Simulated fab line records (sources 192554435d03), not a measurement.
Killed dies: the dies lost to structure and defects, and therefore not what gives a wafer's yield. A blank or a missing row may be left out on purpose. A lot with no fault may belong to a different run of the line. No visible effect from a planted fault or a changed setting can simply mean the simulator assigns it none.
Which tool did it? :: flow n5_finfet :: 11 lots with 32 wafers sampled at 4 steps, on a route of 1938 steps

## WHAT THE GAUGES READ, wafer by wafer
N5_BEOL_M4_RC_MEAS_101. Usual: DIBL_N 35.8 mV/V, standard deviation 1.8; DIBL_P 35.9 mV/V, standard deviation 2.2; IOFF_N 0.16 nA/um, standard deviation 0.035; IOFF_P 0.21 nA/um, standard deviation 0.04; ION_N 672 uA/um, standard deviation 11; ION_P 461 uA/um, standard deviation 7.4; SS_N 71.4 mV/dec, standard deviation 0.64; SS_P 73.2 mV/dec, standard deviation 0.67; VT_N 250 mV, standard deviation 3.5; VT_P -251 mV, standard deviation 3.4.
lot: L441
measured: day 7 19:40
on: prober-02
DIBL_N (mV/V): 35.0 35.8 35.0
DIBL_P (mV/V): 34.4 36.3 35.2
IOFF_N (nA/um): 0.15 0.17 0.15
IOFF_P (nA/um): 0.16 0.19 0.17
ION_N (uA/um): 664 691 671
ION_P (uA/um): 450 467 459
SS_N (mV/dec): 71.5 72.1 72.0
SS_P (mV/dec): 73.0 73.8 72.7
VT_N (mV): 250 248 248
VT_P (mV): -254 -252 -252
flag: 

lot: L443
measured: day 7 21:46
on: prober-02
DIBL_N (mV/V): 34.2 33.8 34.3
DIBL_P (mV/V): 32.9 34.0 33.8
IOFF_N (nA/um): 0.12 0.12 0.13
IOFF_P (nA/um): 0.17 0.18 0.18
ION_N (uA/um): 664 671 673
ION_P (uA/um): 451 462 452
SS_N (mV/dec): 71.0 71.3 70.8
SS_P (mV/dec): 72.0 71.9 73.0
VT_N (mV): 254 257 253
VT_P (mV): -254 -255 -252
flag: 

lot: L442
measured: day 8 15:25
on: prober-01
DIBL_N (mV/V): 34.9 32.9 34.9
DIBL_P (mV/V): 36.2 34.3 36.9
IOFF_N (nA/um): 0.17 0.14 0.17
IOFF_P (nA/um): 0.23 0.20 0.25
ION_N (uA/um): 675 669 677
ION_P (uA/um): 468 463 476
SS_N (mV/dec): 71.4 71.4 71.0
SS_P (mV/dec): 74.0 72.7 72.8
VT_N (mV): 247 250 245
VT_P (mV): -246 -250 -246
flag: 

lot: L444
measured: day 8 15:26
on: prober-02
DIBL_N (mV/V): 36.6 32.9 34.7
DIBL_P (mV/V): 36.8 32.4 33.6
IOFF_N (nA/um): 0.18 0.12 0.14
IOFF_P (nA/um): 0.25 0.18 0.18
ION_N (uA/um): 683 659 665
ION_P (uA/um): 471 458 454
SS_N (mV/dec): 72.0 70.8 71.4
SS_P (mV/dec): 73.6 72.4 72.8
VT_N (mV): 245 255 249
VT_P (mV): -246 -251 -250
flag: 

lot: L447
measured: day 10 00:50
on: prober-01
DIBL_N (mV/V): 38.6 36.7
DIBL_P (mV/V): 40.7 37.9
IOFF_N (nA/um): 0.21 0.17
IOFF_P (nA/um): 0.24 0.19
ION_N (uA/um): 691 683
ION_P (uA/um): 467 459
SS_N (mV/dec): 72.3 72.1
SS_P (mV/dec): 73.7 72.5
VT_N (mV): 247 249
VT_P (mV): -250 -251
flag: 

lot: L450
measured: day 10 02:31
on: prober-01
DIBL_N (mV/V): 37.6 34.9 38.6
DIBL_P (mV/V): 38.2 34.9 38.6
IOFF_N (nA/um): 0.20 0.14 0.20
IOFF_P (nA/um): 0.24 0.19 0.25
ION_N (uA/um): 682 667 682
ION_P (uA/um): 460 458 465
SS_N (mV/dec): 72.5 71.6 72.4
SS_P (mV/dec): 74.0 72.9 73.3
VT_N (mV): 248 252 247
VT_P (mV): -248 -252 -247
flag: 

lot: L453
measured: day 11 11:02
on: prober-02
DIBL_N (mV/V): 39.1 34.3 34.8
DIBL_P (mV/V): 39.8 33.5 35.5
IOFF_N (nA/um): 0.23 0.12 0.14
IOFF_P (nA/um): 0.27 0.17 0.20
ION_N (uA/um): 690 665 667
ION_P (uA/um): 472 457 463
SS_N (mV/dec): 72.2 70.7 70.3
SS_P (mV/dec): 73.6 73.1 72.8
VT_N (mV): 244 254 252
VT_P (mV): -248 -252 -248
flag: 

lot: L456
measured: day 12 13:22
on: prober-02
DIBL_N (mV/V): 37.4 39.5 34.0
DIBL_P (mV/V): 36.8 40.4 33.2
IOFF_N (nA/um): 0.21 0.25 0.13
IOFF_P (nA/um): 0.27 0.34 0.20
ION_N (uA/um): 697 702 667
ION_P (uA/um): 478 486 462
SS_N (mV/dec): 71.8 72.1 70.4
SS_P (mV/dec): 73.6 73.8 72.5
VT_N (mV): 245 242 252
VT_P (mV): -244 -243 -247
flag: 

lot: L458
measured: day 12 09:31
on: prober-01
DIBL_N (mV/V): 37.6 36.7 35.9
DIBL_P (mV/V): 37.8 36.8 36.1
IOFF_N (nA/um): 0.17 0.15 0.14
IOFF_P (nA/um): 0.19 0.17 0.17
ION_N (uA/um): 671 668 660
ION_P (uA/um): 444 446 448
SS_N (mV/dec): 72.1 72.0 71.8
SS_P (mV/dec): 73.8 73.5 73.5
VT_N (mV): 251 252 253
VT_P (mV): -257 -256 -256
flag: 

lot: L462
measured: day 12 23:56
on: prober-01
DIBL_N (mV/V): 37.1 36.5 33.7
DIBL_P (mV/V): 37.8 36.8 32.5
IOFF_N (nA/um): 0.17 0.15 0.11
IOFF_P (nA/um): 0.21 0.20 0.15
ION_N (uA/um): 679 674 660
ION_P (uA/um): 458 468 454
SS_N (mV/dec): 72.1 71.4 70.9
SS_P (mV/dec): 74.1 73.9 72.8
VT_N (mV): 246 251 255
VT_P (mV): -251 -255 -255
flag: 

lot: L463
measured: day 13 21:09
on: prober-02
DIBL_N (mV/V): 35.9 35.5 35.3
DIBL_P (mV/V): 34.6 34.3 33.3
IOFF_N (nA/um): 0.14 0.14 0.12
IOFF_P (nA/um): 0.20 0.20 0.19
ION_N (uA/um): 676 683 669
ION_P (uA/um): 467 466 464
SS_N (mV/dec): 70.8 71.0 70.5
SS_P (mV/dec): 73.0 72.3 72.7
VT_N (mV): 249 249 254
VT_P (mV): -252 -251 -252
flag: 

## WHAT TOOL EACH LOT RAN ON (gives the tool, then ch and the chambers of the sampled wafers, and finally the start)
lot: L441
N5_BEOL_M1_SPUTTER_88: pvd_sputter-02, day 6 12:55
N5_BEOL_M1_ANNEAL_89: pvd_sputter-02, day 6 12:59
N5_BEOL_M1_CMP_52: cmp-01 ch 0,1,3, day 6 14:17

lot: L443
N5_BEOL_M1_SPUTTER_88: pvd_sputter-03, day 6 15:44
N5_BEOL_M1_ANNEAL_89: pvd_sputter-03, day 6 15:49
N5_BEOL_M1_CMP_52: cmp-03 ch 0,2,3, day 6 17:31

lot: L442
N5_BEOL_M1_SPUTTER_88: pvd_sputter-02, day 6 20:20
N5_BEOL_M1_ANNEAL_89: pvd_sputter-02, day 6 20:25
N5_BEOL_M1_CMP_52: cmp-01 ch 2,3, day 6 21:58

lot: L444
N5_BEOL_M1_SPUTTER_88: pvd_sputter-01, day 7 04:56
N5_BEOL_M1_ANNEAL_89: pvd_sputter-01, day 7 05:01
N5_BEOL_M1_CMP_52: cmp-01 ch 0,1, day 7 06:20

lot: L447
N5_BEOL_M1_SPUTTER_88: pvd_sputter-01, day 8 09:23
N5_BEOL_M1_ANNEAL_89: pvd_sputter-01, day 8 09:28
N5_BEOL_M1_CMP_52: cmp-01 ch 0,3, day 8 11:38

lot: L450
N5_BEOL_M1_SPUTTER_88: pvd_sputter-03, day 8 16:44
N5_BEOL_M1_ANNEAL_89: pvd_sputter-03, day 8 16:49
N5_BEOL_M1_CMP_52: cmp-01 ch 0,1,3, day 8 20:59

lot: L453
N5_BEOL_M1_SPUTTER_88: pvd_sputter-02, day 9 14:32
N5_BEOL_M1_ANNEAL_89: pvd_sputter-02, day 9 14:37
N5_BEOL_M1_CMP_52: cmp-03 ch 0,1,3, day 9 19:11

lot: L456
N5_BEOL_M1_SPUTTER_88: pvd_sputter-01, day 10 11:17
N5_BEOL_M1_ANNEAL_89: pvd_sputter-01, day 10 11:22
N5_BEOL_M1_CMP_52: cmp-04 ch 1,2,3, day 10 12:44

lot: L458
N5_BEOL_M1_SPUTTER_88: pvd_sputter-02, day 10 22:20
N5_BEOL_M1_ANNEAL_89: pvd_sputter-02, day 10 22:25
N5_BEOL_M1_CMP_52: cmp-04 ch 0,2, day 10 23:43

lot: L462
N5_BEOL_M1_SPUTTER_88: pvd_sputter-03, day 11 13:26
N5_BEOL_M1_ANNEAL_89: pvd_sputter-03, day 11 13:31
N5_BEOL_M1_CMP_52: cmp-01 ch 1,2,3, day 11 14:51

lot: L463
N5_BEOL_M1_SPUTTER_88: pvd_sputter-03, day 12 02:48
N5_BEOL_M1_ANNEAL_89: pvd_sputter-03, day 12 02:53
N5_BEOL_M1_CMP_52: cmp-04 ch 2,3, day 12 04:13
- N5_BEOL_M1_SPUTTER_88: material Cu, target thk 4.5 nm, time 8.29 s.
- N5_BEOL_M1_ANNEAL_89: time 240 s.
- N5_BEOL_M1_CMP_52: polishes, stops on SiOC, t overpolish 6.8 s, target thk 40 nm.

## AS READ BY THE TOOLS THEMSELVES (means over the sampled wafers that have a number; for cases with no such wafer, the mark the record gives instead)
N5_BEOL_M1_SPUTTER_88. Usual: 29.5 % for throttle_valve_pct, sd 1.1.
lot: L441
tool: pvd_sputter-02
throttle_valve_pct (%): 30.2
flag: 

lot: L443
tool: pvd_sputter-03
throttle_valve_pct (%): 28.8
flag: 

lot: L442
tool: pvd_sputter-02
throttle_valve_pct (%): 29.7
flag: 

lot: L444
tool: pvd_sputter-01
throttle_valve_pct (%): 29.1
flag: 

lot: L447
tool: pvd_sputter-01
throttle_valve_pct (%): 28.9
flag: 

lot: L450
tool: pvd_sputter-03
throttle_valve_pct (%): 28.7
flag: 

lot: L453
tool: pvd_sputter-02
throttle_valve_pct (%): 30.4
flag: 

lot: L456
tool: pvd_sputter-01
throttle_valve_pct (%): 28.7
flag: 

lot: L458
tool: pvd_sputter-02
throttle_valve_pct (%): 30.2
flag: 

lot: L462
tool: pvd_sputter-03
throttle_valve_pct (%): 28.7
flag: 

lot: L463
tool: pvd_sputter-03
throttle_valve_pct (%): 28.6
flag: 

N5_BEOL_M1_ANNEAL_89. Usual: 825 W for heater_power_w, sd 57.
lot: L441
tool: pvd_sputter-02
heater_power_w (W): 809
flag: 

lot: L443
tool: pvd_sputter-03
heater_power_w (W): 822
flag: 

lot: L442
tool: pvd_sputter-02
heater_power_w (W): 864
flag: 

lot: L444
tool: pvd_sputter-01
heater_power_w (W): 823
flag: 

lot: L447
tool: pvd_sputter-01
heater_power_w (W): 826
flag: 

lot: L450
tool: pvd_sputter-03
heater_power_w (W): 794
flag: 

lot: L453
tool: pvd_sputter-02
heater_power_w (W): 803
flag: 

lot: L456
tool: pvd_sputter-01
heater_power_w (W): 793
flag: 

lot: L458
tool: pvd_sputter-02
heater_power_w (W): 825
flag: 

lot: L462
tool: pvd_sputter-03
heater_power_w (W): 817
flag: 

lot: L463
tool: pvd_sputter-03
heater_power_w (W): 770
flag: 

N5_BEOL_M1_CMP_52. Usual: barrier_field_endpoint_s 24.4 s, standard deviation 0.57; motor_current_A 6.0 A, standard deviation 0.66; overpolish_run_s 6.800 s, standard deviation 0.0087; pad_life_wafers 878, standard deviation 550; time_to_endpoint_s 61 s, standard deviation 3.1.
lot: L441
tool: cmp-01
barrier_field_endpoint_s (s): 24.2
motor_current_A (A): 5.8
overpolish_run_s (s): 6.807
pad_life_wafers: 1729
time_to_endpoint_s (s): 60
flag: 

lot: L443
tool: cmp-03
barrier_field_endpoint_s (s): 24.0
motor_current_A (A): 6.3
overpolish_run_s (s): 6.799
pad_life_wafers: 530
time_to_endpoint_s (s): 58
flag: 

lot: L442
tool: cmp-01
barrier_field_endpoint_s (s): 24.8
motor_current_A (A): 6.5
overpolish_run_s (s): 6.801
pad_life_wafers: 1820
time_to_endpoint_s (s): 62
flag: 

lot: L444
tool: cmp-01
barrier_field_endpoint_s (s): 20.9
motor_current_A (A): 5.4
overpolish_run_s (s): 6.796
pad_life_wafers: 1910
time_to_endpoint_s (s): 52
flag: OFF

lot: L447
tool: cmp-01
barrier_field_endpoint_s (s): 18.9
motor_current_A (A): 6.0
overpolish_run_s (s): 6.796
pad_life_wafers: 14
time_to_endpoint_s (s): 48
flag: OFF

lot: L450
tool: cmp-01
barrier_field_endpoint_s (s): 21.3
motor_current_A (A): 6.0
overpolish_run_s (s): 6.804
pad_life_wafers: 86
time_to_endpoint_s (s): 54
flag: OFF

lot: L453
tool: cmp-03
barrier_field_endpoint_s (s): 24.8
motor_current_A (A): 5.6
overpolish_run_s (s): 6.798
pad_life_wafers: 1268
time_to_endpoint_s (s): 64
flag: 

lot: L456
tool: cmp-04
barrier_field_endpoint_s (s): 25.0
motor_current_A (A): 5.8
overpolish_run_s (s): 6.803
pad_life_wafers: 806
time_to_endpoint_s (s): 62
flag: 

lot: L458
tool: cmp-04
barrier_field_endpoint_s (s): 24.7
motor_current_A (A): 6.3
overpolish_run_s (s): 6.794
pad_life_wafers: 895
time_to_endpoint_s (s): 60
flag: 

lot: L462
tool: cmp-01
barrier_field_endpoint_s (s): 23.9
motor_current_A (A): 6.3
overpolish_run_s (s): 6.806
pad_life_wafers: 752
time_to_endpoint_s (s): 59
flag: 

lot: L463
tool: cmp-04
barrier_field_endpoint_s (s): 24.6
motor_current_A (A): 5.8
overpolish_run_s (s): 6.810
pad_life_wafers: 961
time_to_endpoint_s (s): 58
flag: 

## THE ANSWER, worked out from the rows above alone
Rule: a lot counts as off when the mean over its wafers that have a number is more than 3 standard deviations away from the usual mean. A lot without any number at a reading at which 4 lots or more have one is off too. Any other lot the step has rows for is counted as sound. The gauges are gone through in route order, then the tools' own readings, and for those a lot's mean is taken as printed above. The first step at which some lot is off is used, and at that step the reading that is off furthest; a lot without a number counts as furthest.
Off at N5_BEOL_M1_CMP_52 (barrier_field_endpoint_s): L444, L447, L450.
A tool fits if, at that step or a process step before it, it ran every lot that is off, and no sound lot after the first of them. No candidate that was tried fits.

## WHAT THE SIMULATOR HAD PUT IN
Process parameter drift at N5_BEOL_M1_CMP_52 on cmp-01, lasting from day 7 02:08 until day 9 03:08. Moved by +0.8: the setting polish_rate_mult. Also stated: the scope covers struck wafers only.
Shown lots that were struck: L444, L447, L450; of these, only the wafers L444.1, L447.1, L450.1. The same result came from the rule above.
